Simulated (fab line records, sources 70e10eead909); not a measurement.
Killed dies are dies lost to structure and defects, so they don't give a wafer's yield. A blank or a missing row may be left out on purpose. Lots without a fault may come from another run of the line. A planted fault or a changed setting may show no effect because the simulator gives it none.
Which tool did it? | flow nand_harc | 24 lots, 72 wafers sampled, at 6 steps of a route of 1302

WHAT THE GAUGES READ, wafer by wafer
The record holds no reading of a measuring or inspecting step that can be judged against a usual standard deviation.

WHICH TOOL RAN EACH LOT (tool, then ch and the chambers of the sampled wafers, then the start)
lot  | NHARC_P_CONTACT_CMP_01        | NHARC_P_CONTACT_ALD_22              | NHARC_P_M0_ETCH_15                            | NHARC_P_M1_DESCUM_14               | NHARC_P_M1_PVD_20                       | NHARC_P_M1_ANNEAL_31
L074 | cmp-04 ch 1,2, day 6 03:01    | ald_metal-02 ch 1,2, day 6 05:58    | rie_diel-13 ch 2,3, day 6 12:20 or earlier    | rie_diel-01 ch 2,3, day 6 12:20    | pvd_sputter-03, day 6 14:14 or earlier  | rtp_anneal-02 ch 0, day 6 14:14
L075 | cmp-01 ch 1,3, day 6 09:38    | ald_metal-03 ch 1,2, day 6 12:36    | rie_diel-13 ch 0,1, day 6 18:53 or earlier    | rie_diel-01 ch 0,3, day 6 18:53    | pvd_sputter-03, day 6 20:41 or earlier  | rtp_anneal-02 ch 0, day 6 20:41
L076 | cmp-02 ch 1,3, day 6 11:51    | ald_metal-02 ch 1,2, day 6 14:43    | rie_diel-13 ch 0,2, day 6 20:59 or earlier    | rie_diel-12 ch 0,1, day 6 20:59    | pvd_sputter-01, day 6 22:44 or earlier  | rtp_anneal-01 ch 0, day 6 22:44
L077 | cmp-01 ch 1,2, day 6 23:11    | ald_metal-02 ch 0,3, day 7 02:11    | rie_diel-05 ch 1,2, day 7 08:42 or earlier    | rie_diel-12 ch 2,3, day 7 08:42    | pvd_sputter-01, day 7 10:30 or earlier  | rtp_anneal-01 ch 0, day 7 10:30
L078 | cmp-04 ch 1,3, day 7 13:34    | ald_metal-02 ch 1,3, day 7 16:24    | rie_diel-13 ch 0,3, day 7 22:41 or earlier    | rie_diel-12 ch 1,2, day 7 22:41    | pvd_sputter-02, day 8 00:31 or earlier  | rtp_anneal-02 ch 0, day 8 00:31
L079 | cmp-04 ch 0,1,2, day 7 18:59  | ald_metal-04 ch 0,2,3, day 7 22:15  | rie_diel-05 ch 0,2,3, day 8 05:11 or earlier  | rie_diel-01 ch 0,2,3, day 8 05:11  | pvd_sputter-02, day 8 07:10 or earlier  | rtp_anneal-02 ch 0, day 8 07:10
L080 | cmp-01 ch 1,2, day 8 08:50    | ald_metal-02 ch 1,2,3, day 8 11:49  | rie_diel-13 ch 0,2,3, day 8 18:04 or earlier  | rie_diel-12 ch 2,3, day 8 18:04    | pvd_sputter-03, day 8 19:55 or earlier  | rtp_anneal-01 ch 0, day 8 19:55
L081 | cmp-04 ch 0,2,3, day 8 17:35  | ald_metal-02 ch 0,2,3, day 8 20:23  | rie_diel-13 ch 0,1,3, day 9 03:09 or earlier  | rie_diel-12 ch 0,1,3, day 9 03:09  | pvd_sputter-01, day 9 05:28 or earlier  | rtp_anneal-02 ch 0, day 9 05:28
L082 | cmp-04 ch 1,2,3, day 9 02:05  | ald_metal-04 ch 1,3, day 9 04:46    | rie_diel-13 ch 0,1, day 9 11:04 or earlier    | rie_diel-01 ch 0,1, day 9 11:04    | pvd_sputter-01, day 9 12:50 or earlier  | rtp_anneal-02 ch 0, day 9 12:50
L083 | cmp-01 ch 0,1,3, day 9 16:22  | ald_metal-03 ch 0,1,3, day 9 19:06  | rie_diel-13 ch 0,2,3, day 10 01:27 or earlier | rie_diel-12 ch 0,3, day 10 01:27   | pvd_sputter-03, day 10 03:16 or earlier | rtp_anneal-01 ch 0, day 10 03:16
L084 | cmp-02 ch 0,1, day 10 04:28   | ald_metal-03 ch 0,2,3, day 10 07:35 | rie_diel-05 ch 0,2,3, day 10 14:19 or earlier | rie_diel-12 ch 0,1,3, day 10 14:19 | pvd_sputter-02, day 10 16:07 or earlier | rtp_anneal-01 ch 0, day 10 16:07
L085 | cmp-04 ch 0,1,2, day 10 10:05 | ald_metal-02 ch 0,1,3, day 10 12:52 | rie_diel-05 ch 0,2,3, day 10 19:30 or earlier | rie_diel-01 ch 0,1,2, day 10 19:30 | pvd_sputter-01, day 10 21:16 or earlier | rtp_anneal-01 ch 0, day 10 21:16
L086 | cmp-02 ch 0,2,3, day 10 16:15 | ald_metal-02 ch 0,1,3, day 10 18:59 | rie_diel-13 ch 0,1,3, day 11 01:44 or earlier | rie_diel-01 ch 0,2,3, day 11 01:44 | pvd_sputter-01, day 11 03:29 or earlier | rtp_anneal-01 ch 0, day 11 03:29
L087 | cmp-02 ch 0,1, day 11 01:56   | ald_metal-02 ch 0,1,3, day 11 06:07 | rie_diel-13 ch 1,2, day 11 12:23 or earlier   | rie_diel-01 ch 0,1,2, day 11 12:23 | pvd_sputter-03, day 11 14:17 or earlier | rtp_anneal-01 ch 0, day 11 14:17
L088 | cmp-01 ch 0,2, day 12 03:54   | ald_metal-04 ch 2,3, day 12 06:44   | rie_diel-02 ch 0,1,2, day 12 13:20 or earlier | rie_diel-01 ch 0,1,3, day 12 13:20 | pvd_sputter-02, day 12 15:09 or earlier | rtp_anneal-02 ch 0, day 12 15:09
L090 | cmp-02 ch 0,1, day 12 11:28   | ald_metal-04 ch 0,3, day 12 14:11   | rie_diel-13 ch 0,2,3, day 12 20:28 or earlier | rie_diel-12 ch 1,3, day 12 20:28   | pvd_sputter-02, day 12 22:17 or earlier | rtp_anneal-02 ch 0, day 12 22:17
L089 | cmp-01 ch 0,1, day 12 12:38   | ald_metal-02 ch 0,1, day 12 15:19   | rie_diel-13 ch 1,2, day 12 22:02 or earlier   | rie_diel-08 ch 0,1,3, day 12 22:02 | pvd_sputter-03, day 12 23:53 or earlier | rtp_anneal-02 ch 0, day 12 23:53
L091 | cmp-04 ch 0,3, day 12 23:32   | ald_metal-03 ch 0,3, day 13 02:15   | rie_diel-13 ch 0,2, day 13 08:55 or earlier   | rie_diel-12 ch 1,2, day 13 08:55   | pvd_sputter-02, day 13 10:47 or earlier | rtp_anneal-02 ch 0, day 13 10:47
L092 | cmp-02 ch 0,2, day 13 17:23   | ald_metal-04 ch 0,1,3, day 13 20:09 | rie_diel-13 ch 0,1,2, day 14 02:32 or earlier | rie_diel-12 ch 0,1, day 14 02:32   | pvd_sputter-01, day 14 04:26 or earlier | rtp_anneal-01 ch 0, day 14 04:26
L094 | cmp-02 ch 0,2, day 14 00:20   | ald_metal-02 ch 0,2, day 14 03:11   | rie_diel-05 ch 0,1, day 14 09:45 or earlier   | rie_diel-12 ch 0,1, day 14 09:45   | pvd_sputter-02, day 14 11:31 or earlier | rtp_anneal-01 ch 0, day 14 11:31
L093 | cmp-01 ch 0,1,2, day 14 00:33 | ald_metal-04 ch 0,1, day 14 03:25   | rie_diel-13 ch 0,1,2, day 14 10:01 or earlier | rie_diel-01 ch 0,2,3, day 14 10:01 | pvd_sputter-03, day 14 11:59 or earlier | rtp_anneal-02 ch 0, day 14 11:59
L095 | cmp-02 ch 2,3, day 14 11:45   | ald_metal-02 ch 1,2, day 14 14:44   | rie_diel-13 ch 0,2,3, day 14 20:59 or earlier | rie_diel-01 ch 2,3, day 14 20:59   | pvd_sputter-02, day 14 22:47 or earlier | rtp_anneal-01 ch 0, day 14 22:47
L096 | cmp-04 ch 1,2,3, day 14 23:07 | ald_metal-04 ch 1,3, day 15 01:49   | rie_diel-13 ch 0,1,3, day 15 08:04 or earlier | rie_diel-01 ch 1,3, day 15 08:04   | pvd_sputter-01, day 15 09:50 or earlier | rtp_anneal-01 ch 0, day 15 09:50
L097 | cmp-04 ch 0,1,3, day 15 07:45 | ald_metal-02 ch 0,3, day 15 10:27   | rie_diel-02 ch 0,1,3, day 15 17:02 or earlier | rie_diel-01 ch 1,2,3, day 15 17:02 | pvd_sputter-01, day 15 18:56 or earlier | rtp_anneal-01 ch 0, day 15 18:56
- NHARC_P_CONTACT_CMP_01: polishes SiO2, target thk 200 nm.
- NHARC_P_CONTACT_ALD_22: deposits TiN, target thk 3 nm, pulse time 1 s, ald cycles 150.
- NHARC_P_M0_ETCH_15: etches the open film in C4F8/Ar, target depth 150 nm, overetch 15 nm, time 82.5 s.
- NHARC_P_M1_DESCUM_14: chemistry O2, time 3 s.
- NHARC_P_M1_PVD_20: deposits TaN, target thk 5 nm, time 8.06 s.
- NHARC_P_M1_ANNEAL_31: time 90 s.

WHAT THE TOOLS THEMSELVES READ (means of the sampled wafers that have a number; where no wafer has one, the mark that the record gives instead)
NHARC_P_CONTACT_CMP_01.
lot  | tool   | motor_current_A (A)
L074 | cmp-04 | 13.7
L075 | cmp-01 | 12.1
L076 | cmp-02 | 12.6
L077 | cmp-01 | 12.4
L078 | cmp-04 | 11.8
L079 | cmp-04 | 13.1
L080 | cmp-01 | 11.6
L081 | cmp-04 | 12.4
L082 | cmp-04 | 13.0
L083 | cmp-01 | 11.6
L084 | cmp-02 | 13.1
L085 | cmp-04 | 13.1
L086 | cmp-02 | 12.4
L087 | cmp-02 | 13.1
L088 | cmp-01 | 13.2
L090 | cmp-02 | 13.0
L089 | cmp-01 | 12.0
L091 | cmp-04 | 11.8
L092 | cmp-02 | 12.6
L094 | cmp-02 | 11.8
L093 | cmp-01 | 11.9
L095 | cmp-02 | 12.1
L096 | cmp-04 | 13.1
L097 | cmp-04 | 12.3

NHARC_P_CONTACT_ALD_22.
lot  | tool         | heater_power_w (W) | precursor_pulse_height_rel
L074 | ald_metal-02 | 1092               | 1.006
L075 | ald_metal-03 | 1135               | 1.013
L076 | ald_metal-02 | 1104               | 0.995
L077 | ald_metal-02 | 1037               | 1.000
L078 | ald_metal-02 | 1052               | 1.006
L079 | ald_metal-04 | 1169               | 0.985
L080 | ald_metal-02 | 1053               | 0.992
L081 | ald_metal-02 | 1040               | 1.024
L082 | ald_metal-04 | 1030               | 0.994
L083 | ald_metal-03 | 1061               | 0.997
L084 | ald_metal-03 | 1082               | 1.007
L085 | ald_metal-02 | 1065               | 0.999
L086 | ald_metal-02 | 1060               | 1.002
L087 | ald_metal-02 | 1056               | 0.998
L088 | ald_metal-04 | 1105               | 1.005
L090 | ald_metal-04 | 1252               | 0.997
L089 | ald_metal-02 | 1078               | 1.015
L091 | ald_metal-03 | 1048               | 1.016
L092 | ald_metal-04 | 1075               | 0.982
L094 | ald_metal-02 | 1067               | 1.007
L093 | ald_metal-04 | 1156               | 1.020
L095 | ald_metal-02 | 1063               | 1.002
L096 | ald_metal-04 | 1040               | 1.012
L097 | ald_metal-02 | 1037               | 0.987

NHARC_P_M0_ETCH_15.
lot  | tool        | oes_product_au (a.u.) | rf_vpp_V (V)
L074 | rie_diel-13 | 0.976                 | 443.6
L075 | rie_diel-13 | 0.975                 | 442.3
L076 | rie_diel-13 | 0.973                 | 441.9
L077 | rie_diel-05 | 0.958                 | 440.8
L078 | rie_diel-13 | 0.969                 | 442.6
L079 | rie_diel-05 | 0.917                 | 443.9
L080 | rie_diel-13 | 0.976                 | 442.2
L081 | rie_diel-13 | 0.958                 | 442.9
L082 | rie_diel-13 | 0.924                 | 442.1
L083 | rie_diel-13 | 0.979                 | 443.7
L084 | rie_diel-05 | 0.930                 | 444.5
L085 | rie_diel-05 | 0.940                 | 442.5
L086 | rie_diel-13 | 0.945                 | 441.7
L087 | rie_diel-13 | 0.939                 | 442.5
L088 | rie_diel-02 | 0.957                 | 444.0
L090 | rie_diel-13 | 0.969                 | 442.2
L089 | rie_diel-13 | 0.959                 | 442.3
L091 | rie_diel-13 | 0.946                 | 442.9
L092 | rie_diel-13 | 0.970                 | 442.4
L094 | rie_diel-05 | 0.964                 | 443.4
L093 | rie_diel-13 | 0.975                 | 442.5
L095 | rie_diel-13 | 0.966                 | 442.1
L096 | rie_diel-13 | 0.965                 | 441.0
L097 | rie_diel-02 | 0.927                 | 443.1

NHARC_P_M1_DESCUM_14.
lot  | tool        | drypump_motor_current_A (A) | o2_flow_sccm (sccm) | oes_product_au (a.u.) | rf_vpp_V (V) | showerhead_plenum_p_Torr (Torr) | throttle_valve_pct (%)
L074 | rie_diel-01 | 6.0                         | 200.4               | 0.999                 | 57.9         | 1.91                            | 11.302
L075 | rie_diel-01 | 6.0                         | 200.4               | 0.993                 | 57.2         | 1.88                            | 11.312
L076 | rie_diel-12 | 6.0                         | 200.4               | 0.997                 | 57.6         | 1.87                            | 11.313
L077 | rie_diel-12 | 5.2                         | 199.8               | 1.001                 | 58.5         | 2.06                            | 11.310
L078 | rie_diel-12 | 6.1                         | 199.3               | 0.996                 | 57.6         | 1.90                            | 11.310
L079 | rie_diel-01 | 6.1                         | 200.0               | 1.000                 | 57.4         | 1.92                            | 11.318
L080 | rie_diel-12 | 5.2                         | 200.4               | 0.998                 | 59.0         | 2.06                            | 11.312
L081 | rie_diel-12 | 5.6                         | 200.2               | 1.002                 | 58.0         | 1.95                            | 11.320
L082 | rie_diel-01 | 5.9                         | 200.3               | 0.999                 | 57.9         | 1.89                            | 11.313
L083 | rie_diel-12 | 5.6                         | 200.3               | 1.003                 | 58.2         | 1.99                            | 11.317
L084 | rie_diel-12 | 5.6                         | 199.6               | 0.992                 | 57.6         | 1.95                            | 11.301
L085 | rie_diel-01 | 6.1                         | 199.8               | 1.008                 | 57.6         | 1.92                            | 11.310
L086 | rie_diel-01 | 6.1                         | 199.9               | 0.995                 | 57.6         | 1.91                            | 11.307
L087 | rie_diel-01 | 6.1                         | 200.5               | 1.001                 | 57.7         | 1.92                            | 11.312
L088 | rie_diel-01 | 5.9                         | 200.1               | 0.992                 | 57.2         | 1.88                            | 11.307
L090 | rie_diel-12 | 5.5                         | 200.1               | 0.994                 | 57.4         | 1.90                            | 11.310
L089 | rie_diel-08 | 5.6                         | 199.4               | 0.993                 | 57.2         | 1.87                            | 11.312
L091 | rie_diel-12 | 6.3                         | 199.9               | 1.003                 | 58.7         | 1.97                            | 11.308
L092 | rie_diel-12 | 6.0                         | 200.1               | 1.000                 | 58.2         | 1.87                            | 11.301
L094 | rie_diel-12 | 6.0                         | 199.4               | 1.005                 | 57.2         | 1.87                            | 11.309
L093 | rie_diel-01 | 6.1                         | 199.6               | 1.003                 | 57.5         | 1.91                            | 11.306
L095 | rie_diel-01 | 6.1                         | 200.1               | 1.002                 | 58.0         | 1.93                            | 11.307
L096 | rie_diel-01 | 5.8                         | 200.3               | 0.994                 | 56.8         | 1.87                            | 11.310
L097 | rie_diel-01 | 5.9                         | 199.4               | 0.998                 | 57.5         | 1.90                            | 11.309

NHARC_P_M1_PVD_20.
lot  | tool           | throttle_valve_pct (%)
L074 | pvd_sputter-03 | 30.4
L075 | pvd_sputter-03 | 30.4
L076 | pvd_sputter-01 | 29.9
L077 | pvd_sputter-01 | 29.8
L078 | pvd_sputter-02 | 31.0
L079 | pvd_sputter-02 | 30.0
L080 | pvd_sputter-03 | 29.6
L081 | pvd_sputter-01 | 29.9
L082 | pvd_sputter-01 | 29.8
L083 | pvd_sputter-03 | 30.5
L084 | pvd_sputter-02 | 29.3
L085 | pvd_sputter-01 | 30.4
L086 | pvd_sputter-01 | 29.8
L087 | pvd_sputter-03 | 29.9
L088 | pvd_sputter-02 | 30.1
L090 | pvd_sputter-02 | 29.8
L089 | pvd_sputter-03 | 30.7
L091 | pvd_sputter-02 | 29.7
L092 | pvd_sputter-01 | 31.2
L094 | pvd_sputter-02 | 29.8
L093 | pvd_sputter-03 | 29.7
L095 | pvd_sputter-02 | 29.2
L096 | pvd_sputter-01 | 30.1
L097 | pvd_sputter-01 | 30.0

NHARC_P_M1_ANNEAL_31.
lot  | tool          | wafer_temp_C_max
L074 | rtp_anneal-02 | 226.4
L075 | rtp_anneal-02 | 226.3
L076 | rtp_anneal-01 | 226.1
L077 | rtp_anneal-01 | 226.3
L078 | rtp_anneal-02 | 226.5
L079 | rtp_anneal-02 | 226.1
L080 | rtp_anneal-01 | 226.0
L081 | rtp_anneal-02 | 226.6
L082 | rtp_anneal-02 | 226.1
L083 | rtp_anneal-01 | 226.1
L084 | rtp_anneal-01 | 226.2
L085 | rtp_anneal-01 | 226.0
L086 | rtp_anneal-01 | 226.4
L087 | rtp_anneal-01 | 225.9
L088 | rtp_anneal-02 | 226.1
L090 | rtp_anneal-02 | 226.3
L089 | rtp_anneal-02 | 226.4
L091 | rtp_anneal-02 | 226.4
L092 | rtp_anneal-01 | 226.1
L094 | rtp_anneal-01 | 226.2
L093 | rtp_anneal-02 | 226.7
L095 | rtp_anneal-01 | 226.1
L096 | rtp_anneal-01 | 226.3
L097 | rtp_anneal-01 | 226.2

THE ANSWER, worked out from the rows above alone
Rule: what is usual is taken from the lots themselves. Put in order of their means at a reading, lots are off if they are a third of the lots or fewer, leave a main group of 4 or more, and stand apart from it by a gap of 3 or more times the standard deviation of the main group's means; of several such gaps the widest counts. A main group whose means are all the same, to the digits that the tables above print for the reading, isn't used. A lot without any number at a reading at which 4 lots or more have one is off too. The other lots that the step has rows for count as sound. The gauges are gone through in route order, then the tools' own readings, and for those a lot's mean is taken as printed above. The first step at which some lot is off is used, and at that step the reading that is off furthest; a lot without a number counts as furthest.
No lot is off at any reading shown: from this, nothing can be told.

WHAT THE SIMULATOR HAD PUT IN
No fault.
